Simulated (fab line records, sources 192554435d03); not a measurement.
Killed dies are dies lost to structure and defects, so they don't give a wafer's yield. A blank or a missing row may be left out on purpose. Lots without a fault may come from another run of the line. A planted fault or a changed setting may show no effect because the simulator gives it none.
A struck lot beside a sound one | flow n5_finfet | 16 steps out of a route of 1938
Sound: wafers L889.4, L889.5, L889.6. Struck: wafers L887.2, L887.3, L887.5. The cause comes at the end.
At each step with rows: each side's tool, then ch and its chambers, then its first start. Under that, the readings that differ: sound wafers | struck wafers | difference of the means | sigmas: that difference in standard deviations of wafers without a fault.
alike: readings whose means differ by less than 2 such deviations, and words and numbers that are the same on both sides. not compared: withheld readings, readings that some wafer has no value for, bounds like >300 that may hide the same value, and numbers for which the record gives no deviation and whose values overlap.
The two part at a step that has a row with sigmas, a row that says differs or no value, or rows on one side only. Numbers that don't overlap but have no deviation are shown without sigmas and don't part them. A reading that every wafer of one side lacks parts them only if that side has two wafers or more.

N5_BEOL_M1_STRIP_97: strips in N2/H2, time 10 s.
  sound on rie_diel-02 ch 0,2,3; struck on rie_diel-02 ch 0,2
  alike: chamber_pressure_mTorr, drypump_motor_current_A, h2_flow_sccm, oes_product_au, rf_vpp_V, showerhead_plenum_p_Torr, throttle_valve_pct
  not compared: rf_hours_counter_h
N5_BEOL_M1_OCD_MEAS_38:
  sound on ocd-01, day 10 07:53; struck on ocd-01, day 10 02:13
  alike: trench_depth_nm
then, 4 steps without rows for these wafers: N5_BEOL_M1_HM_STRIP_39 (strips TiN in peroxide tin strip, target depth 25 nm, time 158 s); N5_BEOL_M1_SRD_40 (time 30 s); N5_BEOL_M1_PRECLEAN_42 (cleans in residue remover, time 60 s); N5_BEOL_M1_SRD_43 (time 30 s).
N5_BEOL_M1_CD_MEAS_35: target cd 18 nm, target cd y 21 nm.
  sound on cd_sem-02, day 10 08:02; struck on cd_sem-03, day 10 02:23
  alike: cd_nm
N5_BEOL_M1_DEGAS_44: time 60 s.
  sound on pvd_sputter-03, day 10 08:29; struck on pvd_sputter-03, day 10 02:38
  alike: heater_power_w
N5_BEOL_M1_PRE_CLEAN_45: time 30 s.
  sound on pvd_sputter-03, day 10 08:32; struck on pvd_sputter-03, day 10 02:40
  alike: heater_power_w
then, 1 step without rows for these wafers: N5_BEOL_M1_ALD_84 (deposits TaN, pulse time 2 s, purge time 3 s, co reactant purge time 2 s).
N5_BEOL_M1_SURFACE_TREAT_85:
  sound on pvd_sputter-03, day 10 08:50; struck on pvd_sputter-03, day 10 03:02
  not compared: throttle_valve_pct
then, 1 step without rows for these wafers: N5_BEOL_M1_CVD_47 (deposits Co from CCTBA/H2, target thk 3 nm, time 223.8 s).
N5_BEOL_M1_SPUTTER_48: material Cu, target thk 4.5 nm, time 8.29 s.
  sound on pvd_sputter-01, day 10 09:22; struck on pvd_sputter-03, day 10 03:17
  no value came back on the struck wafers for chamber_pressure_pa (Pa), chuck_gas_flow_sccm (sccm), substrate_temp_c (C), throttle_valve_pct (%); on the sound wafers chamber_pressure_pa (Pa) reads 0.06977 0.06992 0.06991
N5_BEOL_M1_ANNEAL_49: time 240 s.
  sound on pvd_sputter-01, day 10 09:31; struck on pvd_sputter-03, day 10 03:22
  alike: heater_power_w
N5_BEOL_M4_RC_MEAS_101:
  sound on prober-02 ch 0, day 12 02:07; struck on prober-02 ch 0, day 11 20:56
  reading        | sound             | struck            | difference | sigmas
  IOFF_P (nA/um) | 0.187 0.221 0.179 | 0.255 0.272 0.238 | +0.059     | +2
  alike: DIBL_N, DIBL_P, IOFF_N, ION_N, ION_P, SS_N, SS_P, VT_N, VT_P
-- the record jumps here: 4 days lie between the struck wafers' starts before and after (it left off in module BEOL_M4 and takes up again in module PASSIVATION, whose first step shown is number 1936 of the route) --
N5_PASSIVATION_PROBE_49:
  sound on prober-01, day 16 11:55; struck on prober-01, day 16 08:40
  alike: defect_limited_yield, killed_at_M0_to_M3, killed_at_M4_up, killed_at_contacts, killed_at_front_end, killed_at_other, killed_dies, killed_open, killed_short, sort_bin_5_function, sort_bin_6_memory, sort_n_pass, sort_yield_pct

WHERE THEY PART
First at N5_BEOL_M1_SPUTTER_48; last, within this record, at N5_BEOL_M4_RC_MEAS_101. Later steps at which nothing parts them and some readings are alike: N5_PASSIVATION_PROBE_49.

WHY: what the simulator had put in
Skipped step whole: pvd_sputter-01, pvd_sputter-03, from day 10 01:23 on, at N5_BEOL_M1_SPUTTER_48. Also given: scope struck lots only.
